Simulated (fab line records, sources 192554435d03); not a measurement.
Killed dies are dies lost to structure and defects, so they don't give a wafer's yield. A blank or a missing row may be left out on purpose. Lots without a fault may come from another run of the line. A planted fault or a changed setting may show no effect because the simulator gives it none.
Which tool did it? | flow n5_finfet | 9 lots, 24 wafers sampled, at 6 steps of a route of 1938

WHAT THE GAUGES READ, wafer by wafer
N5_BEOL_M3_OVL_MEAS_29.
lot  | measured     | on         | V2_OVL (nm)
L847 | day 9 14:14  | overlay-02 | -0.8 -0.2 -0.6
L854 | day 10 15:23 | overlay-01 | -0.3 0.1 0.1
L857 | day 11 03:25 | overlay-02 | -0.8 -0.2 0.5
L858 | day 11 13:02 | overlay-01 | -0.3 2.2 0.2
L859 | day 11 16:16 | overlay-02 | -0.8 1.5 1.2
L860 | day 12 02:27 | overlay-01 | 1.3 0.9 -0.3
L863 | day 12 17:28 | overlay-02 | 0.0 -0.6
L869 | day 13 19:46 | overlay-01 | 0.9 0.6
L868 | day 13 23:31 | overlay-01 | 0.6 0.7

N5_BEOL_M3_OCD_MEAS_38.
lot  | measured     | on     | trench_depth_nm (nm)
L847 | day 9 21:19  | ocd-01 | 55.0 56.6 57.5
L854 | day 10 18:59 | ocd-02 | 55.2 56.5 54.9
L857 | day 11 06:00 | ocd-01 | 55.5 55.2 55.5
L858 | day 11 14:33 | ocd-01 | 56.3 55.7 56.3
L859 | day 12 23:05 | ocd-02 | 56.0 55.1 55.0
L860 | day 12 14:23 | ocd-01 | 55.5 56.4 55.4
L863 | day 13 08:37 | ocd-02 | 47.3 55.1
L869 | day 14 04:41 | ocd-01 | 46.2 56.4
L868 | day 14 23:39 | ocd-01 | 46.5 54.9

N5_BEOL_M4_RC_MEAS_101.
lot  | measured     | on        | DIBL_N (mV/V)  | DIBL_P (mV/V)  | IOFF_N (nA/um)    | IOFF_P (nA/um) | ION_N (uA/um) | ION_P (uA/um) | SS_N (mV/dec)  | SS_P (mV/dec)  | VT_N (mV)         | VT_P (mV)
L847 | day 11 04:40 | prober-01 | 35.0 37.0 36.8 | 35.0 37.2 37.1 | 0.125 0.158 0.155 | 0.17 0.20 0.20 | 663 673 667   | 455 454 458   | 71.2 72.1 71.5 | 73.1 73.6 73.3 | 253.3 252.0 248.5 | -254 -251 -251
L854 | day 12 11:48 | prober-02 | 36.0 35.0 35.2 | 37.5 35.7 36.4 | 0.157 0.144 0.153 | 0.21 0.18 0.19 | 672 667 678   | 459 452 462   | 71.7 71.4 70.7 | 73.4 73.0 74.2 | 250.7 251.3 250.9 | -251 -252 -251
L857 | day 13 01:10 | prober-01 | 35.9 33.2 36.0 | 37.4 34.1 37.1 | 0.173 0.126 0.177 | 0.21 0.17 0.22 | 678 670 688   | 460 463 471   | 71.4 70.8 71.2 | 73.1 72.8 73.1 | 248.6 253.2 248.4 | -249 -251 -249
L858 | day 13 07:53 | prober-01 | 32.6 34.1 34.0 | 33.0 34.6 34.4 | 0.126 0.147 0.142 | 0.17 0.19 0.19 | 665 671 668   | 462 461 451   | 70.7 71.9 71.4 | 72.7 73.3 73.1 | 251.9 247.8 248.8 | -253 -251 -250
L859 | day 14 03:13 | prober-01 | 35.1 36.7 36.6 | 35.2 37.5 37.3 | 0.152 0.187 0.185 | 0.23 0.26 0.25 | 678 689 678   | 474 475 468   | 70.9 71.5 72.2 | 72.6 73.5 73.5 | 250.0 246.1 245.4 | -247 -244 -246
L860 | day 13 22:28 | prober-01 | 34.8 34.8 34.4 | 35.8 36.5 35.5 | 0.141 0.150 0.139 | 0.19 0.21 0.19 | 666 667 662   | 463 464 457   | 72.3 72.2 71.7 | 73.6 72.3 73.4 | 248.4 252.6 248.3 | -253 -249 -251
L863 | day 14 10:12 | prober-01 | 35.4 34.7      | 37.6 37.2      | 0.143 0.137       | 0.19 0.18      | 670 666       | 459 456       | 71.4 71.4      | 73.7 73.1      | 252.1 250.1       | -254 -253
L869 | day 15 11:52 | prober-01 | 34.8 34.3      | 34.3 34.5      | 0.120 0.121       | 0.19 0.19      | 668 664       | 464 464       | 71.0 70.4      | 72.4 72.5      | 255.6 253.3       | -249 -250
L868 | day 15 22:30 | prober-01 | 34.6 33.9      | 34.0 33.6      | 0.126 0.121       | 0.16 0.16      | 657 655       | 447 453       | 70.6 71.5      | 73.1 73.2      | 257.1 253.1       | -257 -256

WHICH TOOL RAN EACH LOT (tool, then ch and the chambers of the sampled wafers, then the start)
lot  | N5_BEOL_M3_VIA_ETCH_34             | N5_BEOL_M3_TRENCH_ETCH_37          | N5_BEOL_M3_ETCH_41
L847 | rie_diel-01 ch 1,2, day 9 21:03    | rie_diel-01 ch 1,2, day 9 21:09    | rie_diel-01 ch 1,2, day 9 21:19 or earlier
L854 | rie_diel-01 ch 0,1,2, day 10 18:44 | rie_diel-01 ch 0,1,2, day 10 18:50 | rie_diel-01 ch 0,1,2, day 10 18:59 or earlier
L857 | rie_diel-06 ch 2,3, day 11 05:44   | rie_diel-06 ch 2,3, day 11 05:50   | rie_diel-06 ch 2,3, day 11 06:00 or earlier
L858 | rie_diel-01 ch 1,3, day 11 14:18   | rie_diel-01 ch 1,3, day 11 14:24   | rie_diel-01 ch 1,3, day 11 14:33 or earlier
L859 | rie_diel-06 ch 0,2,3, day 12 22:50 | rie_diel-06 ch 0,2,3, day 12 22:56 | rie_diel-06 ch 0,2,3, day 12 23:05 or earlier
L860 | rie_diel-01 ch 1,2,3, day 12 14:08 | rie_diel-01 ch 1,2,3, day 12 14:14 | rie_diel-01 ch 1,2,3, day 12 14:23 or earlier
L863 | rie_diel-01 ch 2,3, day 13 08:22   | rie_diel-01 ch 2,3, day 13 08:28   | rie_diel-01 ch 2,3, day 13 08:37 or earlier
L869 | rie_diel-01 ch 0, day 14 04:26     | rie_diel-01 ch 0, day 14 04:32     | rie_diel-01 ch 0, day 14 04:41 or earlier
L868 | rie_diel-01 ch 0,1, day 14 23:24   | rie_diel-01 ch 0,1, day 14 23:30   | rie_diel-01 ch 0,1, day 14 23:39 or earlier
- N5_BEOL_M3_VIA_ETCH_34: etches the open film in C4F6/O2, target depth 69.4 nm, time 65.9 s.
- N5_BEOL_M3_TRENCH_ETCH_37: etches SiOC in C4F6/O2, target depth 55.555 nm, time 29.2 s.
- N5_BEOL_M3_ETCH_41: etches SiCN in CH3F/O2, target depth 29.9 nm, time 52.5 s.

WHAT THE TOOLS THEMSELVES READ (means of the sampled wafers that have a number; where no wafer has one, the mark that the record gives instead)
N5_BEOL_M3_VIA_ETCH_34.
lot  | tool        | chamber_pressure_mTorr (mTorr) | drypump_motor_current_A (A) | oes_product_au (a.u.) | rf_vpp_V (V) | showerhead_plenum_p_Torr (Torr) | throttle_valve_pct (%)
L847 | rie_diel-01 | 15.021                         | 6.4                         | 0.85                  | 672          | 2.95                            | 30.89
L854 | rie_diel-01 | 14.988                         | 6.4                         | 0.81                  | 669          | 2.86                            | 30.94
L857 | rie_diel-06 | 15.007                         | 6.0                         | 0.77                  | 661          | 2.78                            | 31.01
L858 | rie_diel-01 | 15.007                         | 6.1                         | 0.85                  | 661          | 2.80                            | 30.80
L859 | rie_diel-06 | 15.022                         | 6.0                         | 0.74                  | 666          | 2.84                            | 31.06
L860 | rie_diel-01 | 14.996                         | 6.2                         | 0.84                  | 667          | 2.86                            | 30.85
L863 | rie_diel-01 | 14.984                         | 6.2                         | 0.88                  | 666          | 2.88                            | 30.95
L869 | rie_diel-01 | 15.012                         | 6.6                         | 0.76                  | 668          | 2.74                            | 31.21
L868 | rie_diel-01 | 14.999                         | 6.4                         | 0.74                  | 668          | 2.78                            | 30.95

N5_BEOL_M3_TRENCH_ETCH_37.
lot  | tool        | chamber_pressure_mTorr (mTorr) | drypump_motor_current_A (A) | oes_product_au (a.u.) | rf_vpp_V (V) | showerhead_plenum_p_Torr (Torr) | throttle_valve_pct (%)
L847 | rie_diel-01 | 29.991                         | 6.4                         | 0.85                  | 671          | 2.95                            | 20.96
L854 | rie_diel-01 | 30.000                         | 6.4                         | 0.80                  | 670          | 2.87                            | 21.04
L857 | rie_diel-06 | 30.006                         | 6.0                         | 0.77                  | 661          | 2.78                            | 21.04
L858 | rie_diel-01 | 30.037                         | 6.1                         | 0.85                  | 661          | 2.80                            | 20.89
L859 | rie_diel-06 | 29.988                         | 6.0                         | 0.75                  | 666          | 2.84                            | 21.12
L860 | rie_diel-01 | 30.000                         | 6.2                         | 0.82                  | 666          | 2.87                            | 20.95
L863 | rie_diel-01 | 29.971                         | 6.2                         | 0.81                  | 665          | 2.89                            | 21.00
L869 | rie_diel-01 | 30.002                         | 6.6                         | 0.72                  | 666          | 2.74                            | 21.25
L868 | rie_diel-01 | 29.994                         | 6.4                         | 0.70                  | 666          | 2.78                            | 21.05

N5_BEOL_M3_ETCH_41.
lot  | tool        | chamber_pressure_mTorr (mTorr) | drypump_motor_current_A (A) | oes_product_au (a.u.) | rf_vpp_V (V) | showerhead_plenum_p_Torr (Torr) | throttle_valve_pct (%)
L847 | rie_diel-01 | 29.998                         | 6.4                         | 0.84                  | 298.9        | 2.08                            | 16.38
L854 | rie_diel-01 | 30.034                         | 6.4                         | 0.81                  | 297.6        | 2.01                            | 16.47
L857 | rie_diel-06 | 29.985                         | 6.0                         | 0.77                  | 296.0        | 1.95                            | 16.47
L858 | rie_diel-01 | 30.022                         | 6.1                         | 0.85                  | 295.9        | 1.96                            | 16.33
L859 | rie_diel-06 | 30.011                         | 6.0                         | 0.74                  | 296.7        | 2.00                            | 16.58
L860 | rie_diel-01 | 30.015                         | 6.2                         | 0.83                  | 298.1        | 2.02                            | 16.38
L863 | rie_diel-01 | 30.015                         | 6.2                         | 0.88                  | 298.5        | 2.03                            | 16.42
L869 | rie_diel-01 | 29.997                         | 6.6                         | 0.76                  | 295.5        | 1.92                            | 16.70
L868 | rie_diel-01 | 29.996                         | 6.4                         | 0.74                  | 296.6        | 1.95                            | 16.55

THE ANSWER, worked out from the rows above alone
Rule: what is usual is taken from the lots themselves. Put in order of their means at a reading, lots are off if they are a third of the lots or fewer, leave a main group of 4 or more, and stand apart from it by a gap of 3 or more times the standard deviation of the main group's means; of several such gaps the widest counts. A main group whose means are all the same, to the digits that the tables above print for the reading, isn't used. A lot without any number at a reading at which 4 lots or more have one is off too. The other lots that the step has rows for count as sound. The gauges are gone through in route order, then the tools' own readings, and for those a lot's mean is taken as printed above. The first step at which some lot is off is used, and at that step the reading that is off furthest; a lot without a number counts as furthest.
Off: L863, L869, L868, at N5_BEOL_M3_OCD_MEAS_38 (trench_depth_nm). The main group: mean 55.8 nm, standard deviation 0.37.
A tool fits if, at a process step before that reading, it ran every lot that is off, and no sound lot after the first of them. The gauges at N5_BEOL_M3_OCD_MEAS_38 are tried like those tools. N5_BEOL_M3_ETCH_41 gives no start for some lots, so the hours and the order of its lots are those of N5_BEOL_M3_OCD_MEAS_38. One fits: rie_diel-01 at N5_BEOL_M3_VIA_ETCH_34 and N5_BEOL_M3_TRENCH_ETCH_37 and N5_BEOL_M3_ETCH_41. At N5_BEOL_M3_VIA_ETCH_34 its last sound lot is L860 (day 12 14:08), its first lot that is off L863 (day 13 08:22): a fault that began between those two fits.

WHAT THE SIMULATOR HAD PUT IN
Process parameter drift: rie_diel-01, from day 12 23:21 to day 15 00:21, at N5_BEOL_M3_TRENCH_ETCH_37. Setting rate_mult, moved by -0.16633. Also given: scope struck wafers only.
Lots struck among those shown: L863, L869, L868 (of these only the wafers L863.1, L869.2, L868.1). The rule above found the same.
